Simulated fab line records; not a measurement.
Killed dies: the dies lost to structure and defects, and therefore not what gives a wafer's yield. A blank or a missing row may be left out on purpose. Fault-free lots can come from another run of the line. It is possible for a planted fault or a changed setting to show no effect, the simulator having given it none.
Problem report in the 8D (eight disciplines) form, filled by code ; flow n5_finfet ; the parts of the form that need people (team, actions taken, sign-off) are left out

## 1. THE PROBLEM
Wafers without a fault read 14, standard deviation 5.3; killed_at_M4_up at N5_PASSIVATION_PROBE_49 reads a mean of 884 on 2 wafers belonging to 2 lots. So: +99 or more standard deviations from the usual mean.
The first sign was on wafer L404.1 at day 16 04:55, on prober-02. At this step, 12 wafers from 4 lots have a number in the record. By rule, "out" or "out of limits" means more than 4 standard deviations away from the usual mean. The rest of the wafers with a number are treated as sound.

## 2. WHAT IT IS AND WHAT IT IS NOT
question;is;is not
which readings at this step;killed_at_M4_up, defect_limited_yield, killed_dies, killed_on_rim, sort_bin_5_function, sort_n_pass, sort_yield_pct;killed_at_M0_to_M3, killed_at_contacts, killed_at_other, killed_short
which lots;L404, L405;L390, L394
which wafers of those lots;L404.1, L405.4;L404.2, L404.5, L405.3, L405.6
read on which tools;prober-01, prober-02;-
when;from day 16 04:55;"up to then (6 sound wafers); but 4 sound wafers of L404, L405 came after"

## 3. SUSPECTS, AND WHAT RULES EACH OUT
Counting: if a tool at a process step up to the reading ran every lot that is out, it stays a suspect. Sound lots after the first of them don't rule it out here, since some wafers of a struck lot are sound.
- rie_diel-03 at N5_BEOL_M7_VIA_ETCH_34 (etches SiCOH lowk in C4F6/O2, target depth 125.5 nm, time 50.5 s): kept. It processed each lot that is out (first: L404, day 13 07:44); up to then, its last sound lot is L394 (day 10 10:22).
Left after counting: rie_diel-03 at N5_BEOL_M7_VIA_ETCH_34.

## 4. THE CAUSE (what the simulator had put in)
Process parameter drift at N5_BEOL_M7_VIA_ETCH_34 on rie_diel-03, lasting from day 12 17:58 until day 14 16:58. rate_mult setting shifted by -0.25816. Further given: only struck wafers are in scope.
After counting, this tool was the only one left.

## 5. SEQUENCE OF EFFECTS, ordered by route
Rows list readings where the struck wafers' mean (over those with a number) sits beyond 3 standard deviations from the usual. Readings are gone through only where the record gives a usual standard deviation; hours: the median, over the lots, of the time from a lot's start at the first step in this table giving one to that lot's start at this step; sigmas: the change measured in usual standard deviations.
hours;step;reading;usual;on struck wafers;change;sigmas
0;N5_PASSIVATION_PROBE_49;defect_limited_yield;91.1 %;17.6;-73.5;-53
0;N5_PASSIVATION_PROBE_49;killed_at_M4_up;14;884;+870;+99 or more
0;N5_PASSIVATION_PROBE_49;killed_dies;105;972;+868;+54
0;N5_PASSIVATION_PROBE_49;killed_on_rim;14;152;+138;+36
0;N5_PASSIVATION_PROBE_49;sort_bin_5_function;5.2 %;78.3;+73.1;+76
0;N5_PASSIVATION_PROBE_49;sort_n_pass;1075;208;-868;-54
0;N5_PASSIVATION_PROBE_49;sort_yield_pct;91.1 %;17.6;-73.5;-53
The process steps in it:
- N5_PASSIVATION_PROBE_49

## 6. WHAT WOULD HAVE CAUGHT IT SOONER
83 hours passed between the start of the fault at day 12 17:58 and the first reading out of limits in this record, taken at day 16 04:55.
Of the tool readings at N5_BEOL_M7_VIA_ETCH_34 for which the record gives a usual standard deviation, none was out on any struck wafer, so an alarm limit of 4 standard deviations on them would not have fired.
By day 16 04:55, every lot that is out (2) had started N5_BEOL_M7_VIA_ETCH_34 on rie_diel-03. Tool hold at that time: it would have spared none of them.
